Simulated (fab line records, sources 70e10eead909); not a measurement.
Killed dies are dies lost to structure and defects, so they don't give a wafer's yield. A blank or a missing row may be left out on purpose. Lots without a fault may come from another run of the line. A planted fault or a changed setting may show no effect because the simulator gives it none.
Which tool did it? | flow nand_harc | 13 lots, 39 wafers sampled, at 5 steps of a route of 1159

WHAT THE GAUGES READ, wafer by wafer
NHARC_A_SOURCE_PLATE_THK_MEAS_09: measures by ellipsometry. Usual: thk_nm 9.7 nm, standard deviation 1.1.
lot  | measured     | on            | thk_nm (nm)    | flag
L314 | day 7 01:12  | film_metro-02 | 11.3 10.0 7.1  |
L316 | day 7 08:28  | film_metro-02 | 11.6 9.8 12.0  |
L317 | day 7 11:34  | film_metro-01 | 10.4 7.9 9.0   |
L318 | day 8 03:53  | film_metro-02 | 9.3 10.6 9.7   |
L320 | day 8 03:52  | film_metro-02 | 9.7 7.8 8.5    |
L321 | day 8 12:17  | film_metro-02 | 8.0 9.9 9.5    |
L322 | day 8 21:16  | film_metro-02 | 9.7 10.4 8.7   |
L323 | day 9 05:04  | film_metro-02 | 10.7 9.0 9.7   |
L324 | day 10 00:19 | film_metro-02 | 14.9 12.9 16.3 | OFF
L326 | day 10 11:16 | film_metro-01 | 15.5 15.9 15.5 | OFF
L334 | day 11 21:27 | film_metro-01 | 8.5 8.7 9.4    |
L336 | day 12 08:42 | film_metro-02 | 10.6 9.5 11.3  |
L337 | day 12 14:15 | film_metro-01 | 8.3 11.0 8.8   |

WHICH TOOL RAN EACH LOT (tool, then ch and the chambers of the sampled wafers, then the start)
lot  | NHARC_P_BONDPAD_STRIP_15           | NHARC_P_BONDPAD_DEGAS_25     | NHARC_P_BONDPAD_ANNEAL_28        | NHARC_A_SOURCE_PLATE_OXIDE_02
L314 | rie_diel-04 ch 0,2,3, day 6 12:28  | pvd_sputter-02, day 6 13:05  | rtp_anneal-02 ch 0, day 6 13:51  | furnace-06 ch 0, day 6 21:12
L316 | rie_diel-04 ch 0,2,3, day 6 19:43  | pvd_sputter-01, day 6 20:19  | rtp_anneal-01 ch 0, day 6 21:04  | furnace-06 ch 0, day 7 04:26
L317 | rie_diel-04 ch 0,2,3, day 7 00:44  | pvd_sputter-01, day 7 01:22  | rtp_anneal-02 ch 0, day 7 02:10  | furnace-05 ch 0, day 7 07:29
L318 | rie_diel-04 ch 0,1,3, day 7 13:37  | pvd_sputter-03, day 7 14:11  | rtp_anneal-01 ch 0, day 7 15:02  | furnace-05 ch 0, day 7 23:49
L320 | rie_diel-07 ch 0,1,3, day 7 15:29  | pvd_sputter-02, day 7 16:02  | rtp_anneal-02 ch 0, day 7 16:46  | furnace-05 ch 0, day 7 23:49
L321 | rie_diel-03 ch 0,2,3, day 7 23:39  | pvd_sputter-01, day 8 00:10  | rtp_anneal-02 ch 0, day 8 01:10  | furnace-06 ch 0, day 8 08:14
L322 | rie_diel-03 ch 1,3, day 8 08:02    | pvd_sputter-03, day 8 08:37  | rtp_anneal-02 ch 0, day 8 09:21  | furnace-05 ch 0, day 8 17:13
L323 | rie_diel-04 ch 0,3, day 8 14:34    | pvd_sputter-01, day 8 15:07  | rtp_anneal-02 ch 0, day 8 15:51  | furnace-06 ch 0, day 9 01:04
L324 | rie_diel-04 ch 0,1,2, day 9 01:07  | pvd_sputter-01, day 9 01:37  | rtp_anneal-01 ch 0, day 9 02:34  | furnace-03 ch 0, day 9 11:35
L326 | rie_diel-07 ch 1,2,3, day 9 13:20  | pvd_sputter-03, day 9 13:52  | rtp_anneal-01 ch 0, day 9 14:37  | furnace-05 ch 0, day 9 23:39
L334 | rie_diel-04 ch 1,2,3, day 11 09:22 | pvd_sputter-03, day 11 09:56 | rtp_anneal-01 ch 0, day 11 10:43 | furnace-05 ch 0, day 11 17:22
L336 | rie_diel-04 ch 1,2,3, day 11 20:48 | pvd_sputter-01, day 11 21:20 | rtp_anneal-02 ch 0, day 11 22:02 | furnace-06 ch 0, day 12 04:36
L337 | rie_diel-04 ch 0,2,3, day 12 02:01 | pvd_sputter-03, day 12 02:34 | rtp_anneal-02 ch 0, day 12 03:18 | furnace-06 ch 0, day 12 10:14
- NHARC_P_BONDPAD_STRIP_15: strips in O2.
- NHARC_P_BONDPAD_DEGAS_25: time 60 s.
- NHARC_P_BONDPAD_ANNEAL_28: time 90 s.
- NHARC_A_SOURCE_PLATE_OXIDE_02: material SiO2, target thk 10 nm, ox time 1362 s.

WHAT THE TOOLS THEMSELVES READ (means of the sampled wafers that have a number; where no wafer has one, the mark that the record gives instead)
NHARC_P_BONDPAD_STRIP_15. Usual: drypump_motor_current_A 5.7 A, standard deviation 0.56; oes_product_au 1.006 a.u., standard deviation 0.0079; rf_vpp_V 58.0 V, standard deviation 0.82; showerhead_plenum_p_Torr 3.66 Torr, standard deviation 0.072; throttle_valve_pct 17.037 %, standard deviation 0.0092.
lot  | tool        | drypump_motor_current_A (A) | oes_product_au (a.u.) | rf_vpp_V (V) | showerhead_plenum_p_Torr (Torr) | throttle_valve_pct (%) | flag
L314 | rie_diel-04 | 5.5                         | 1.005                 | 58.4         | 3.68                            | 17.029                 |
L316 | rie_diel-04 | 5.5                         | 1.008                 | 58.1         | 3.68                            | 17.035                 |
L317 | rie_diel-04 | 5.6                         | 1.005                 | 58.2         | 3.67                            | 17.042                 |
L318 | rie_diel-04 | 5.7                         | 1.006                 | 58.3         | 3.66                            | 17.041                 |
L320 | rie_diel-07 | 5.7                         | 0.998                 | 57.4         | 3.58                            | 17.032                 |
L321 | rie_diel-03 | 6.0                         | 0.999                 | 58.3         | 3.64                            | 17.047                 |
L322 | rie_diel-03 | 5.5                         | 1.007                 | 58.0         | 3.60                            | 17.044                 |
L323 | rie_diel-04 | 5.7                         | 1.001                 | 58.2         | 3.65                            | 17.043                 |
L324 | rie_diel-04 | 5.5                         | 1.007                 | 57.9         | 3.68                            | 17.033                 |
L326 | rie_diel-07 | 6.0                         | 0.999                 | 57.4         | 3.52                            | 17.046                 |
L334 | rie_diel-04 | 6.0                         | 1.007                 | 57.8         | 3.71                            | 17.039                 |
L336 | rie_diel-04 | 5.9                         | 1.003                 | 59.0         | 3.71                            | 17.041                 |
L337 | rie_diel-04 | 5.5                         | 1.007                 | 58.9         | 3.67                            | 17.038                 |

NHARC_P_BONDPAD_DEGAS_25. Usual: heater_power_w 475 W, standard deviation 47.
lot  | tool           | heater_power_w (W) | flag
L314 | pvd_sputter-02 | 485                |
L316 | pvd_sputter-01 | 464                |
L317 | pvd_sputter-01 | 428                |
L318 | pvd_sputter-03 | 510                |
L320 | pvd_sputter-02 | 479                |
L321 | pvd_sputter-01 | 466                |
L322 | pvd_sputter-03 | 510                |
L323 | pvd_sputter-01 | 446                |
L324 | pvd_sputter-01 | 475                |
L326 | pvd_sputter-03 | 505                |
L334 | pvd_sputter-03 | 474                |
L336 | pvd_sputter-01 | 433                |
L337 | pvd_sputter-03 | 503                |

NHARC_P_BONDPAD_ANNEAL_28. Usual: wafer_temp_C_max 226.0, standard deviation 0.36.
lot  | tool          | wafer_temp_C_max | flag
L314 | rtp_anneal-02 | 225.8            |
L316 | rtp_anneal-01 | 225.9            |
L317 | rtp_anneal-02 | 226.5            |
L318 | rtp_anneal-01 | 225.6            |
L320 | rtp_anneal-02 | 226.1            |
L321 | rtp_anneal-02 | 226.3            |
L322 | rtp_anneal-02 | 226.0            |
L323 | rtp_anneal-02 | 226.5            |
L324 | rtp_anneal-01 | 225.7            |
L326 | rtp_anneal-01 | 225.7            |
L334 | rtp_anneal-01 | 225.9            |
L336 | rtp_anneal-02 | 226.3            |
L337 | rtp_anneal-02 | 226.2            |

THE ANSWER, worked out from the rows above alone
Rule: a lot is off if the mean of its wafers that have a number lies more than 3 standard deviations from the usual mean. A lot without any number at a reading at which 4 lots or more have one is off too. The other lots that the step has rows for count as sound. The gauges are gone through in route order, then the tools' own readings, and for those a lot's mean is taken as printed above. The first step at which some lot is off is used, and at that step the reading that is off furthest; a lot without a number counts as furthest.
Off: L324, L326, at NHARC_A_SOURCE_PLATE_THK_MEAS_09 (thk_nm).
A tool fits if, at a process step before that reading, it ran every lot that is off, and no sound lot after the first of them. The gauges at NHARC_A_SOURCE_PLATE_THK_MEAS_09 are tried like those tools. None of those tried fits.

WHAT THE SIMULATOR HAD PUT IN
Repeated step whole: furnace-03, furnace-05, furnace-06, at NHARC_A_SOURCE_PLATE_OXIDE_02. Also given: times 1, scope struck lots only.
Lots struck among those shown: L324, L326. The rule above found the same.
